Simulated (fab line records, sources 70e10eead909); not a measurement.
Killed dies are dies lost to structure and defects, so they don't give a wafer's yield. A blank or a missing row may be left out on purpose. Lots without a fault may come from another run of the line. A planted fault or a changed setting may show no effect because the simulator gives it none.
Which tool did it? | flow nand_harc | 24 lots, 72 wafers sampled, at 1 step of a route of 1302

WHAT THE GAUGES READ, wafer by wafer
NHARC_A_CHANNEL_HOLE_D2_INSPECT_12.
lot  | measured     | on                | raw_defect_count
L074 | day 13 05:15 | defect_inspect-01 | 5 5 4
L076 | day 13 10:37 | defect_inspect-02 | 8 2 4
L075 | day 13 11:14 | defect_inspect-02 | 50 43 61
L077 | day 14 09:21 | defect_inspect-02 | 9 6 12
L082 | day 17 08:26 | defect_inspect-01 | 55 59 63
L078 | day 17 09:27 | defect_inspect-01 | 62 81 64
L081 | day 17 10:21 | defect_inspect-02 | 10 12 8
L079 | day 17 20:17 | defect_inspect-02 | 12 8 8
L084 | day 17 21:28 | defect_inspect-01 | 58 54 54
L083 | day 17 21:55 | defect_inspect-01 | 6 11 13
L080 | day 17 22:11 | defect_inspect-01 | 65 49 54
L085 | day 18 02:28 | defect_inspect-01 | 42 46 35
L086 | day 18 06:08 | defect_inspect-02 | 8 9 15
L088 | day 19 01:44 | defect_inspect-02 | 58 56 64
L087 | day 19 01:53 | defect_inspect-01 | 17 13 14
L089 | day 19 03:35 | defect_inspect-01 | 59 62 53
L091 | day 19 19:53 | defect_inspect-02 | 58 43 57
L090 | day 19 20:28 | defect_inspect-01 | 14 12 17
L093 | day 20 16:05 | defect_inspect-01 | 15 22 17
L092 | day 20 17:35 | defect_inspect-02 | 20 23 24
L094 | day 21 06:09 | defect_inspect-02 | 26 26 20
L095 | day 22 10:28 | defect_inspect-02 | 3 1 3
L096 | day 22 12:14 | defect_inspect-02 | 25 26 33
L097 | day 23 14:58 | defect_inspect-02 | 5 6 1

WHICH TOOL RAN EACH LOT (tool, then ch and the chambers of the sampled wafers, then the start)
The record holds no process step before these readings.

WHAT THE TOOLS THEMSELVES READ (means of the sampled wafers that have a number; where no wafer has one, the mark that the record gives instead)
The record holds no such reading with a usual standard deviation.

THE ANSWER, worked out from the rows above alone
Rule: what is usual is taken from the lots themselves. Put in order of their means at a reading, lots are off if they are a third of the lots or fewer, leave a main group of 4 or more, and stand apart from it by a gap of 3 or more times the standard deviation of the main group's means; of several such gaps the widest counts. A main group whose means are all the same, to the digits that the tables above print for the reading, isn't used. A lot without any number at a reading at which 4 lots or more have one is off too. The other lots that the step has rows for count as sound. The gauges are gone through in route order, then the tools' own readings, and for those a lot's mean is taken as printed above. The first step at which some lot is off is used, and at that step the reading that is off furthest; a lot without a number counts as furthest.
No lot is off at any reading shown: from this, nothing can be told.

WHAT THE SIMULATOR HAD PUT IN
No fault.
